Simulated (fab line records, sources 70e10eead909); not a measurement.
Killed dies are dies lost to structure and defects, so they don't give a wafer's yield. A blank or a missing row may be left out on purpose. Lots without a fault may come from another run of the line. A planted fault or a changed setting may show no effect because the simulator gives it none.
Which tool did it? | flow nand_harc | 24 lots, 72 wafers sampled, at 2 steps of a route of 1302

WHAT THE GAUGES READ, wafer by wafer
NHARC_A_ZERO_WELL_CD_MEAS_10: target cd 2000 nm. Usual: cd_nm 1999.6 nm, standard deviation 1.5.
lot  | measured     | on        | cd_nm (nm)           | flag
L074 | day 6 16:30  | cd_sem-03 | 1998.1 1998.6 1999.5 |
L075 | day 7 08:29  | cd_sem-02 | 1996.9 1998.3 1997.2 |
L077 | day 8 00:13  | cd_sem-01 | 2000.8 2000.9 1999.6 |
L076 | day 8 02:33  | cd_sem-03 | 1998.0 1998.7 1999.0 |
L078 | day 8 11:40  | cd_sem-03 | 2001.4 2001.7 1999.8 |
L079 | day 9 00:15  | cd_sem-02 | 1999.6 1999.9 1998.8 |
L080 | day 9 05:26  | cd_sem-03 | 1998.5 2000.4 1998.1 |
L081 | day 9 10:08  | cd_sem-01 | 1998.9 2000.1 1999.9 |
L082 | day 10 06:55 | cd_sem-02 | 2001.4 2000.1 2000.1 |
L083 | day 10 07:53 | cd_sem-02 | 1998.9 2000.9 1996.6 |
L084 | day 11 00:27 | cd_sem-02 | 1998.8 1999.5 1999.4 |
L085 | day 11 13:55 | cd_sem-03 | 1999.6 1997.5 1998.4 |
L086 | day 11 22:01 | cd_sem-02 | 2001.3 2000.1 1998.3 |
L087 | day 12 21:26 | cd_sem-02 | 1997.8 1999.3 2000.9 |
L089 | day 12 22:25 | cd_sem-01 | 2000.7 2001.1 2000.7 |
L088 | day 12 23:23 | cd_sem-03 | 1997.7 1997.9 1996.9 |
L090 | day 13 12:28 | cd_sem-03 | 2001.0 2001.3 2000.4 |
L091 | day 13 22:03 | cd_sem-02 | 1997.3 1997.9 1999.5 |
L092 | day 14 04:05 | cd_sem-03 | 1999.0 2000.8 2002.6 |
L094 | day 14 19:37 | cd_sem-03 | 1999.2 1998.5 1998.8 |
L093 | day 14 20:35 | cd_sem-02 | 2001.9 2002.4 2000.3 |
L095 | day 15 08:18 | cd_sem-01 | 1998.7 1998.9 1999.1 |
L096 | day 15 21:08 | cd_sem-01 | 2002.2 2000.1 1999.1 |
L097 | day 16 10:44 | cd_sem-01 | 1999.2 1999.6 2000.6 |

WHICH TOOL RAN EACH LOT (tool, then ch and the chambers of the sampled wafers, then the start)
lot  | NHARC_P_BONDPAD_PVD_27
L074 | pvd_sputter-01, day 6 16:30 or earlier
L075 | pvd_sputter-01, day 7 08:29 or earlier
L077 | pvd_sputter-03, day 8 00:13 or earlier
L076 | pvd_sputter-01, day 8 02:33 or earlier
L078 | pvd_sputter-01, day 8 11:40 or earlier
L079 | pvd_sputter-02, day 9 00:15 or earlier
L080 | pvd_sputter-02, day 9 05:26 or earlier
L081 | pvd_sputter-02, day 9 10:08 or earlier
L082 | pvd_sputter-01, day 10 06:55 or earlier
L083 | pvd_sputter-02, day 10 07:53 or earlier
L084 | pvd_sputter-02, day 11 00:27 or earlier
L085 | pvd_sputter-02, day 11 13:55 or earlier
L086 | pvd_sputter-03, day 11 22:01 or earlier
L087 | pvd_sputter-01, day 12 21:26 or earlier
L089 | pvd_sputter-02, day 12 22:25 or earlier
L088 | pvd_sputter-03, day 12 23:23 or earlier
L090 | pvd_sputter-01, day 13 12:28 or earlier
L091 | pvd_sputter-01, day 13 22:03 or earlier
L092 | pvd_sputter-03, day 14 04:05 or earlier
L094 | pvd_sputter-01, day 14 19:37 or earlier
L093 | pvd_sputter-02, day 14 20:35 or earlier
L095 | pvd_sputter-03, day 15 08:18 or earlier
L096 | pvd_sputter-02, day 15 21:08 or earlier
L097 | pvd_sputter-01, day 16 10:44 or earlier
- NHARC_P_BONDPAD_PVD_27: deposits Cu, target thk 30 nm, time 20.49 s.

WHAT THE TOOLS THEMSELVES READ (means of the sampled wafers that have a number; where no wafer has one, the mark that the record gives instead)
NHARC_P_BONDPAD_PVD_27. Usual: cathode_dc_power_W 5000.0 W, standard deviation 0.86; throttle_valve_pct 30.1 %, standard deviation 1.1.
lot  | tool           | cathode_dc_power_W (W) | throttle_valve_pct (%) | flag
L074 | pvd_sputter-01 | 4999.6                 | 30.9                   |
L075 | pvd_sputter-01 | 5000.1                 | 30.2                   |
L077 | pvd_sputter-03 | 5000.9                 | 29.4                   |
L076 | pvd_sputter-01 | 4999.7                 | 29.5                   |
L078 | pvd_sputter-01 | 4999.8                 | 30.2                   |
L079 | pvd_sputter-02 | 4999.1                 | 29.7                   |
L080 | pvd_sputter-02 | 4999.5                 | 29.8                   |
L081 | pvd_sputter-02 | 4999.6                 | 30.8                   |
L082 | pvd_sputter-01 | 5000.1                 | 30.5                   |
L083 | pvd_sputter-02 | 4999.8                 | 28.9                   |
L084 | pvd_sputter-02 | 5000.2                 | 30.7                   |
L085 | pvd_sputter-02 | 5000.3                 | 30.5                   |
L086 | pvd_sputter-03 | 5000.4                 | 29.4                   |
L087 | pvd_sputter-01 | 5000.8                 | 29.9                   |
L089 | pvd_sputter-02 | 5000.1                 | 30.7                   |
L088 | pvd_sputter-03 | 5000.0                 | 29.5                   |
L090 | pvd_sputter-01 | 4999.4                 | 31.0                   |
L091 | pvd_sputter-01 | 5001.0                 | 31.0                   |
L092 | pvd_sputter-03 | 5000.1                 | 29.4                   |
L094 | pvd_sputter-01 | 5000.1                 | 30.3                   |
L093 | pvd_sputter-02 | 5000.1                 | 30.2                   |
L095 | pvd_sputter-03 | 5000.0                 | 29.5                   |
L096 | pvd_sputter-02 | 5000.9                 | 30.3                   |
L097 | pvd_sputter-01 | 5000.2                 | 30.9                   |

THE ANSWER, worked out from the rows above alone
Rule: a lot is off if the mean of its wafers that have a number lies more than 3 standard deviations from the usual mean. A lot without any number at a reading at which 4 lots or more have one is off too. The other lots that the step has rows for count as sound. The gauges are gone through in route order, then the tools' own readings, and for those a lot's mean is taken as printed above. The first step at which some lot is off is used, and at that step the reading that is off furthest; a lot without a number counts as furthest.
No lot is off at any reading shown: from this, nothing can be told.

WHAT THE SIMULATOR HAD PUT IN
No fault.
